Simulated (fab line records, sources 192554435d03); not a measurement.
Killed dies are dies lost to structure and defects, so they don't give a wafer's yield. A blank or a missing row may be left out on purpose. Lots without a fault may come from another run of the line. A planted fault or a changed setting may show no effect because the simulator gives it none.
Chamber matching | flow n5_finfet | N5_GATE_CUT_DESCUM_18 on rie_diel-01: 4 sister chambers
The step chemistry O2, time 7 s. 8 wafers are shown with their chamber, then 10 later ones without.

WAFERS WITH THEIR CHAMBER
wafer  | chamber | showerhead_plenum_p_Torr (Torr) | drypump_motor_current_A (A)
L079.1 | 0       | 1.98                            | 5.3
L079.4 | 1       | 2.00                            | 5.1
L081.2 | 0       | 1.98                            | 5.3
L086.1 | 3       | 2.16                            | 5.6
L086.2 | 2       | 2.05                            | 5.5
L086.3 | 1       | 1.99                            | 5.1
L088.1 | 2       | 2.05                            | 5.4
L088.3 | 3       | 2.16                            | 5.6

WAFERS WITHOUT THEIR CHAMBER
wafer  | showerhead_plenum_p_Torr (Torr) | drypump_motor_current_A (A)
L088.5 | 2.16                            | 5.6
L090.1 | 1.99                            | 5.1
L090.2 | 2.05                            | 5.4
L090.6 | 1.99                            | 5.1
L096.1 | 2.16                            | 5.6
L096.3 | 2.24                            | 5.4
L096.5 | 1.99                            | 5.1
L097.1 | 2.05                            | 5.5
L097.4 | 2.24                            | 5.4
L097.5 | 1.99                            | 5.1

WHICH CHAMBER EACH WENT THROUGH
wafer  | from the rows above | in truth
L088.5 | 3                   | 3
L090.1 | 1                   | 1
L090.2 | 2                   | 2
L090.6 | 1                   | 1
L096.1 | 3                   | 3
L096.3 | 3                   | 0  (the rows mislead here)
L096.5 | 1                   | 1
L097.1 | 2                   | 2
L097.4 | 3                   | 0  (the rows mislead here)
L097.5 | 1                   | 1
Placed correctly: 8 of 10. Can't be placed from these rows: 0. Placed wrongly: 2.
How it was worked out, from the rows above alone: a wafer's distance from a chamber is the root of the sum, over the readings, of the square of ((its reading less the chamber's mean) divided by the reading's scatter). The wafer belongs to the nearest chamber; if the next one is less than 2 further off, it can't be placed. A chamber's mean is the mean of its shown wafers. The scatter: the root of (the sum of the squares of (reading less its chamber's mean) over the shown wafers, divided by (wafers less chambers)).
